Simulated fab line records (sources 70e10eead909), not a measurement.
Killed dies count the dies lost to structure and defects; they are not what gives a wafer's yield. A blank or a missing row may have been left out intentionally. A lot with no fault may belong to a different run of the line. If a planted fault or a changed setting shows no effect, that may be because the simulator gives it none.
A lot that was struck, set against a sound lot || flow nandHarc || 13 out of 1159 route steps
Sound: the wafers L846.2, L846.5, L846.6. Struck: wafers L855.2, L855.3. (L855.4 of the same lot was not struck and is left out.) The cause comes at the end.
Each step with rows lists, per side, the tool, then ch with its chambers, then its first start. Under that, the readings that differ: sound wafers || struck wafers || difference of the means || sigmas: that difference in standard deviations of wafers without a fault.
alike: same words and numbers on both sides, and readings whose means sit less than 2 such deviations apart. not compared: any withheld reading, any reading some wafer has no value for, any bound like >300 that may hide the same value, and any number with overlapping values for which the record gives no deviation.
A row with sigmas, a row that says differs or no value, or rows on one side alone: a step with any of these is where the two part. Non-overlapping numbers with no deviation appear without sigmas and do not part them. A reading that every wafer of one side lacks parts them only if that side has two wafers or more.

first, 1 step without rows for these wafers: NHARC_A_SLIT_SRD_20.
NHARC_A_SLIT_CD_MEAS_21:
  struck on cdSem-01, day 17 16:43; sound on cdSem-02, day 15 09:28
  alike: cdNm
then, 3 steps without rows for these wafers: NHARC_A_SIN_REMOVE_WET_00 (chemistry H3PO4, time 15300 s); NHARC_A_SIN_REMOVE_PRECLEAN_01 (cleans in SC1); NHARC_A_SIN_REMOVE_SRD_02.
NHARC_A_SIN_REMOVE_INSPECT_04:
  struck on defectInspect-01, day 17 23:37; sound on defectInspect-01, day 15 16:57
  alike: rawDefectCount
NHARC_A_WL_FILL_ALD_00: deposits Al2O3, target thk 3 nm, pulse time 3 s, ald cycles 30.
  sound on aldHk-02 ch 0,1, day 15 17:01; struck on aldHk-02 ch 1,2, day 17 23:41
  alike: heaterPowerW, precursorPulseHeightRel
NHARC_A_WL_FILL_RTA_01: time 5 s.
  sound on rtpAnneal-02 ch 0, day 15 17:26; struck on rtpAnneal-01 ch 0, day 18 00:09
{"reading": "lampPowerPct (%)", "sound": "35.6 35.7 35.7", "struck": "32.3 32.3", "difference": -3.4, "sigmas": -2}
{"reading": "lamp_zone_3_pct (%)", "sound": "35.6 35.6 35.6", "struck": "32.3 32.3", "difference": -3.3, "sigmas": -2}
  alike: wafer_temp_C_max
NHARC_A_WL_FILL_ALD_02: deposits TiN, target thk 2 nm, pulse time 3 s, ald cycles 100.
  sound on aldMetal-03 ch 1,2,3, day 15 17:41; struck on aldMetal-01 ch 0,3, day 18 00:23
  alike: heaterPowerW, precursorPulseHeightRel
NHARC_A_WL_FILL_CVD_03: deposits W, target thk 40 nm, time 3302 s.
  sound on cvdW-01 ch 0,1, day 15 21:55; struck on cvdW-01 ch 0, day 18 00:47
  alike: heaterPowerW, throttleValvePct
NHARC_A_WL_FILL_ETCHBACK_04: etches the open film in NF3, target depth 60 nm, time 120 s.
  sound on rieMetal-02 ch 0,1, day 16 00:47; struck on rieMetal-03 ch 0,1, day 18 04:06
{"reading": "oesProductAu (a.u.)", "sound": "1.002 0.997 0.986", "struck": "0.763 0.765", "difference": -0.231, "sigmas": -19}
  alike: drypumpMotorCurrentA
  not compared: rfHoursCounterH
NHARC_A_WL_FILL_ETCHBACK_05: etches the open film in Cl2/BCl3, target depth 22 nm, time 60 s.
  sound on rieMetal-02 ch 0,1, day 16 01:01; struck on rieMetal-03 ch 0,1, day 18 04:21
  alike: drypumpMotorCurrentA, oesProductAu
  not compared: rfHoursCounterH
-- the record jumps here: 4 days lie between the struck wafers' starts before and after (it left off in module A_WL_FILL and takes up again in module END, whose first step shown is number 1159 of the route) --
NHARC_END_SORT_01:
  at this point the record logs the struck wafers (prober-01 ch 0, day 22 14:52) and has no rows for the sound ones

## WHERE THEY PART
Earliest at NHARC_A_WL_FILL_RTA_01; latest, in this record, at NHARC_END_SORT_01.

WHY: the cause the simulator had injected
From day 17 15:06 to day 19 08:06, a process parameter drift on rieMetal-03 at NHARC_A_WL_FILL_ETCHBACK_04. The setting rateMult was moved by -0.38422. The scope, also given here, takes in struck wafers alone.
